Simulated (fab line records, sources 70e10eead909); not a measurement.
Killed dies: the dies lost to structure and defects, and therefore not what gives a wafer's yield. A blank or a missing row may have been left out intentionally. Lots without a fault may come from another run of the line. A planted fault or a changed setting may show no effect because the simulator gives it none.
Matching of chambers	flow nand_harc	4 sister chambers for NHARC_P_M2_ETCH_15 on rie_diel-13
The step etches the open film in C4F8/Ar, target depth 182.5 nm, time 91.2 s. 4 wafers are shown with their chamber, then 7 later ones without.

EACH WAFER AND ITS CHAMBER
wafer	chamber	rf_vpp_V (V)
L430.1	0	438.0
L430.6	2	444.4
L431.1	3	441.6
L431.4	1	442.3

WAFERS MISSING THEIR CHAMBER
wafer	rf_vpp_V (V)
L431.5	437.8
L432.1	444.6
L432.3	436.1
L432.6	444.1
L434.1	445.0
L434.3	442.6
L434.5	443.9

EACH ONE'S CHAMBER
wafer	from the rows above	in truth
L431.5	0	0
L432.1	2	2
L432.3	0	0
L432.6	can't be placed: 2 or 1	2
L434.1	2	2
L434.3	can't be placed: 1 or 3 or 2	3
L434.5	can't be placed: 2 or 1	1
Correctly placed: 4 of 7. Can't be placed from these rows: 3 (the true chamber is among the candidates in 3). 0 placed wrongly.
How it was worked out, from the rows above alone: a wafer's distance from a chamber is the root of the sum, over the readings, of the square of ((its reading less the chamber's mean) divided by the reading's scatter). The wafer belongs to the nearest chamber; if the next one is less than 2 further off, it can't be placed. Each chamber's mean is taken over the wafers shown for it. The scatter: with one shown wafer a chamber, the root of the mean of the squares of how far each hidden wafer lies from its nearest shown one.
